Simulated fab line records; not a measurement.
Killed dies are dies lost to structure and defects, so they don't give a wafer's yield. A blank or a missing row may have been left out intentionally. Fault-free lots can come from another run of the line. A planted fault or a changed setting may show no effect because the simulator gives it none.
Matching of chambers    flow nand_harc    4 sister chambers for NHARC_P_GATE_DESCUM_48 on rie_diel-02
The step chemistry O2, time 3 s. 4 wafers are shown with their chamber, then 7 later ones without.

## WAFERS WITH THEIR CHAMBER
wafer   chamber  showerhead_plenum_p_Torr (Torr)
L822.3  2        1.90
L822.5  0        1.98
L823.3  3        1.86
L823.5  1        1.89

## WAFERS WITHOUT THEIR CHAMBER
wafer   showerhead_plenum_p_Torr (Torr)
L823.6  1.90
L824.2  1.98
L824.3  1.86
L824.5  1.90
L831.1  1.89
L831.5  1.89
L831.6  1.85

## THE CHAMBER EACH PASSED THROUGH
wafer    from the rows above   in truth
L823.6   2                     2
L824.2   0                     0
L824.3   3                     3
L824.5   2                     2
L831.1   1                     1
L831.5   1                     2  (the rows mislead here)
L831.6   3                     3
Placed correctly: 6 of 7. From these rows, 0 cannot be placed. Number placed wrongly: 1.
How it was worked out, from the rows above alone: a wafer's distance from a chamber is the root of the sum, over the readings, of the square of ((its reading less the chamber's mean) divided by the reading's scatter). If the next closest chamber is less than 2 further off than the closest, the wafer can't be placed; otherwise it belongs to the closest. For every chamber, the mean is computed from those of its wafers that are shown. The scatter: with one shown wafer a chamber, the root of the mean of the squares of how far each hidden wafer lies from its nearest shown one.
